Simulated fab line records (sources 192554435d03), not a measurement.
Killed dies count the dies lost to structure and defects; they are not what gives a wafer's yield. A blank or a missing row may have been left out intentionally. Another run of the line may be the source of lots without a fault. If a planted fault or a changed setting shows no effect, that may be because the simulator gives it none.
Which tool is to blame? -- flow n5 finfet -- Sampling: 24 lots, 72 wafers, 5 of 1938 route steps

WHAT THE GAUGES SHOWED, per wafer
N5_MOL_CONTACT_COAG_THK_MEAS_29.
lot,measured,on,MD_CAP_THK (nm)
L074,day 5 14:32,film metro-01,18.06 17.95 18.09
L075,day 5 16:23,film metro-01,18.00 18.06 18.03
L076,day 5 16:18,film metro-02,18.04 18.09 17.98
L077,day 5 17:55,film metro-01,17.98 17.94 17.97
L078,day 6 05:43,film metro-02,17.99 18.09 17.88
L079,day 6 11:44,film metro-01,17.88 17.69 17.91
L080,day 6 18:06,film metro-01,17.79 17.90 17.69
L081,day 7 01:22,film metro-02,18.09 18.10 18.06
L082,day 7 04:43,film metro-01,17.84 17.83 17.73
L083,day 7 10:22,film metro-01,17.79 17.94 17.88
L084,day 7 19:44,film metro-01,18.09 18.11 17.98
L085,day 8 03:44,film metro-01,17.93 17.76 17.81
L086,day 8 06:47,film metro-01,18.09 18.03 18.07
L087,day 8 08:59,film metro-02,18.03 18.10 18.04
L088,day 8 12:53,film metro-01,18.12 18.02 18.10
L089,day 8 23:41,film metro-01,18.04 17.84 18.02
L090,day 9 03:11,film metro-02,17.61 17.69 17.85
L091,day 9 06:22,film metro-01,17.77 17.67 17.74
L092,day 9 12:32,film metro-02,17.91 17.69 17.82
L093,day 9 17:58,film metro-01,17.88 17.96 17.87
L094,day 10 07:09,film metro-02,18.06 17.79 17.78
L095,day 10 10:11,film metro-01,17.84 17.87 17.91
L096,day 10 13:22,film metro-01,17.99 18.00 18.00
L097,day 10 23:05,film metro-01,17.87 17.92 17.77

N5_MOL_CONTACT_COAG_INSPECT_57: inspects for defects (brightfield).
lot,measured,on,raw defect count
L074,day 5 15:30,defect inspect-02,129 217 144
L075,day 5 18:31,defect inspect-01,213 248 346
L076,day 5 17:49,defect inspect-02,121 149 180
L077,day 5 19:32,defect inspect-02,223 163 281
L078,day 6 07:07,defect inspect-01,283 271 249
L079,day 6 12:42,defect inspect-01,227 237 250
L080,day 6 19:11,defect inspect-02,170 163 215
L081,day 7 02:27,defect inspect-02,147 102 148
L082,day 7 06:22,defect inspect-02,219 152 133
L083,day 7 11:19,defect inspect-01,283 249 291
L084,day 7 20:43,defect inspect-02,132 274 182
L085,day 8 05:30,defect inspect-02,240 229 260
L086,day 8 07:46,defect inspect-02,150 191 230
L087,day 8 11:05,defect inspect-01,287 189 148
L088,day 8 13:58,defect inspect-01,200 163 134
L089,day 9 00:46,defect inspect-02,173 322 276
L090,day 9 04:16,defect inspect-01,142 199 136
L091,day 9 07:20,defect inspect-01,176 298 241
L092,day 9 14:16,defect inspect-02,158 111 234
L093,day 9 19:03,defect inspect-02,234 160 230
L094,day 10 08:07,defect inspect-01,207 202 170
L095,day 10 11:11,defect inspect-02,227 183 196
L096,day 10 14:20,defect inspect-01,159 183 215
L097,day 11 00:04,defect inspect-01,186 159 178

WHAT TOOL EACH LOT RAN ON (gives the tool, then ch and the chambers of the sampled wafers, and finally the start)
lot,N5_MOL_CONTACT_COAG_ETCH_105,N5_MOL_CONTACT_COAG_PRE_CLEAN_142,N5_MOL_CONTACT_COAG_ALD_123
L074,"rie diel-01 ch 1,2,3, day 5 03:57","pvd sputter-02, day 5 11:37","ald sin-03 ch 0,1, day 5 14:34"
L075,"rie diel-04 ch 0,1,2, day 5 04:10","pvd sputter-02, day 5 13:27","ald sin-01 ch 0,1, day 5 17:35"
L076,"rie diel-04 ch 0,2,3, day 5 06:20","pvd sputter-03, day 5 13:23","ald sin-03 ch 0,3, day 5 16:46"
L077,"rie diel-01 ch 1,2, day 5 09:34","pvd sputter-02, day 5 14:14","ald sin-04 ch 1,2, day 5 18:36"
L078,"rie diel-04 ch 0,2,3, day 5 19:49","pvd sputter-03, day 6 02:47","ald sin-01 ch 0,1,2, day 6 06:04"
L079,"rie diel-04 ch 0,2,3, day 6 00:20","pvd sputter-02, day 6 08:20","ald sin-01 ch 0,2,3, day 6 11:46"
L080,"rie diel-01 ch 0,1,2, day 6 08:23","pvd sputter-03, day 6 14:27","ald sin-01 ch 0,2, day 6 18:08"
L081,"rie diel-01 ch 0,1,2, day 6 17:07","pvd sputter-03, day 6 22:18","ald sin-04 ch 0,1,2, day 7 01:24"
L082,"rie diel-01 ch 1,3, day 6 18:43","pvd sputter-02, day 7 01:43","ald sin-04 ch 1,2, day 7 05:17"
L083,"rie diel-01 ch 0,1,2, day 7 00:57","pvd sputter-03, day 7 07:18","ald sin-04 ch 1,2,3, day 7 10:23"
L084,"rie diel-04 ch 2,3, day 7 10:43","pvd sputter-03, day 7 16:49","ald sin-04 ch 0,2, day 7 19:47"
L085,"rie diel-04 ch 1,2, day 7 18:40","pvd sputter-01, day 8 00:47","ald sin-01 ch 0,3, day 8 04:26"
L086,"rie diel-01 ch 0,1, day 7 21:31","pvd sputter-01, day 8 03:08","ald sin-01 ch 0,1,3, day 8 06:49"
L087,"rie diel-04 ch 0,1, day 8 00:05","pvd sputter-01, day 8 06:01","ald sin-04 ch 1,2,3, day 8 10:08"
L088,"rie diel-05 ch 1,2, day 8 03:24","pvd sputter-02, day 8 08:24","ald sin-04 ch 0,3, day 8 12:55"
L089,"rie diel-04 ch 1,2,3, day 8 12:39","pvd sputter-01, day 8 20:46","ald sin-03 ch 1,2, day 8 23:43"
L090,"rie diel-01 ch 2,3, day 8 18:47","pvd sputter-01, day 9 00:16","ald sin-01 ch 1,3, day 9 03:20"
L091,"rie diel-04 ch 0,1, day 8 20:32","pvd sputter-01, day 9 03:26","ald sin-03 ch 1,2,3, day 9 06:25"
L092,"rie diel-04 ch 0,2,3, day 9 03:08","pvd sputter-02, day 9 09:29","ald sin-04 ch 1,2, day 9 13:12"
L093,"rie diel-05 ch 0,1,2, day 9 10:02","pvd sputter-01, day 9 15:02","ald sin-01 ch 0,1,3, day 9 18:00"
L094,"rie diel-05 ch 0,1,2, day 9 19:50","pvd sputter-02, day 10 04:13","ald sin-01 ch 0,1,2, day 10 07:11"
L095,"rie diel-05 ch 0,3, day 10 01:47","pvd sputter-03, day 10 07:16","ald sin-01 ch 1,3, day 10 10:16"
L096,"rie diel-05 ch 0,1,2, day 10 03:46","pvd sputter-02, day 10 10:26","ald sin-04 ch 0,3, day 10 13:24"
L097,"rie diel-01 ch 0,2,3, day 10 14:20","pvd sputter-01, day 10 20:02","ald sin-01 ch 1,3, day 10 23:07"
- N5_MOL_CONTACT_COAG_ETCH_105: etches SiARC in CF4, target depth 15.6 nm, time 26 s.
- N5_MOL_CONTACT_COAG_PRE_CLEAN_142: time 60 s.
- N5_MOL_CONTACT_COAG_ALD_123: deposits SiNx, target thk 5 nm, pulse time 1 s, purge time 2 s.

WHAT THE TOOLS THEMSELVES READ (means of the sampled wafers that have a number; where no wafer has one, the mark that the record gives instead)
N5_MOL_CONTACT_COAG_ETCH_105.
lot,tool,bias w (W),drypump motor current A (A),etch rf on time s (s),oes product au (a.u.),rf vpp V (V),showerhead plenum p Torr (Torr),throttle valve pct (%)
L074,rie diel-01,35.96,6.0,26.4,0.63,183.9,2.13,15.56
L075,rie diel-04,35.97,5.7,25.8,0.71,184.2,2.16,15.59
L076,rie diel-04,36.02,5.5,25.5,0.65,183.9,2.16,15.66
L077,rie diel-01,36.11,5.8,26.0,0.61,183.2,2.13,15.73
L078,rie diel-04,36.01,5.5,25.6,0.64,184.5,2.16,15.66
L079,rie diel-04,36.05,5.5,25.5,0.64,184.4,2.16,15.66
L080,rie diel-01,36.03,5.9,26.1,0.65,185.2,2.18,15.59
L081,rie diel-01,35.93,5.9,26.5,0.65,184.9,2.18,15.60
L082,rie diel-01,35.99,6.3,26.9,0.62,183.5,2.13,15.53
L083,rie diel-01,36.05,5.9,26.2,0.65,184.6,2.17,15.60
L084,rie diel-04,35.95,5.7,25.5,0.67,184.3,2.18,15.55
L085,rie diel-04,35.97,6.1,26.4,0.74,185.2,2.18,15.50
L086,rie diel-01,35.97,6.1,26.2,0.67,184.7,2.21,15.61
L087,rie diel-04,35.86,5.5,25.8,0.65,184.4,2.13,15.77
L088,rie diel-05,36.08,6.0,25.9,0.78,185.1,2.25,15.52
L089,rie diel-04,35.97,5.9,25.7,0.68,184.2,2.18,15.58
L090,rie diel-01,36.01,5.9,26.5,0.63,184.1,2.13,15.46
L091,rie diel-04,36.06,5.5,26.1,0.64,183.3,2.12,15.79
L092,rie diel-04,36.02,5.5,25.4,0.62,183.7,2.15,15.72
L093,rie diel-05,36.02,5.9,26.0,0.73,185.3,2.23,15.42
L094,rie diel-05,35.88,5.9,25.7,0.74,185.0,2.23,15.43
L095,rie diel-05,35.97,6.0,25.0,0.71,185.5,2.25,15.30
L096,rie diel-05,36.04,5.9,26.3,0.72,185.0,2.23,15.44
L097,rie diel-01,36.07,6.1,26.4,0.63,184.1,2.16,15.50

N5_MOL_CONTACT_COAG_PRE_CLEAN_142.
lot,tool,heater power w (W)
L074,pvd sputter-02,459
L075,pvd sputter-02,461
L076,pvd sputter-03,483
L077,pvd sputter-02,419
L078,pvd sputter-03,506
L079,pvd sputter-02,479
L080,pvd sputter-03,491
L081,pvd sputter-03,473
L082,pvd sputter-02,469
L083,pvd sputter-03,469
L084,pvd sputter-03,467
L085,pvd sputter-01,478
L086,pvd sputter-01,484
L087,pvd sputter-01,412
L088,pvd sputter-02,479
L089,pvd sputter-01,523
L090,pvd sputter-01,462
L091,pvd sputter-01,479
L092,pvd sputter-02,473
L093,pvd sputter-01,412
L094,pvd sputter-02,464
L095,pvd sputter-03,492
L096,pvd sputter-02,507
L097,pvd sputter-01,404

N5_MOL_CONTACT_COAG_ALD_123.
lot,tool,heater power w (W),precursor pulse height rel
L074,ald sin-03,802,1.011
L075,ald sin-01,800,1.010
L076,ald sin-03,805,0.998
L077,ald sin-04,881,0.969
L078,ald sin-01,911,1.018
L079,ald sin-01,974,1.008
L080,ald sin-01,1021,0.996
L081,ald sin-04,862,0.994
L082,ald sin-04,910,1.010
L083,ald sin-04,873,1.020
L084,ald sin-04,891,0.998
L085,ald sin-01,934,0.987
L086,ald sin-01,852,0.995
L087,ald sin-04,868,0.999
L088,ald sin-04,779,0.982
L089,ald sin-03,804,0.990
L090,ald sin-01,797,0.998
L091,ald sin-03,861,0.998
L092,ald sin-04,881,0.999
L093,ald sin-01,854,0.986
L094,ald sin-01,923,0.986
L095,ald sin-01,838,1.008
L096,ald sin-04,787,0.991
L097,ald sin-01,788,1.009

THE ANSWER, worked out from the rows above alone
Rule: usual is defined by the lots themselves. The widest of any qualifying gaps counts: lots, ordered by their means at a reading, are off when they make up no more than a third of the lots, leave a main group of 4 or more, and stand apart from it by 3 or more times the standard deviation of that group's means. Not used: any main group whose means are identical at the precision the tables above print for the reading. A lot without any number at a reading at which 4 lots or more have one is off too. All remaining lots with rows at the step are treated as sound. The gauges are gone through in route order, then the tools' own readings, and for those a lot's mean is taken as printed above. At the first step where some lot is off, the reading lying furthest off is the one used; lots without a number count as furthest.
No lot is off at any reading shown: from this, nothing can be told.

WHAT WAS PUT IN BY THE SIMULATOR
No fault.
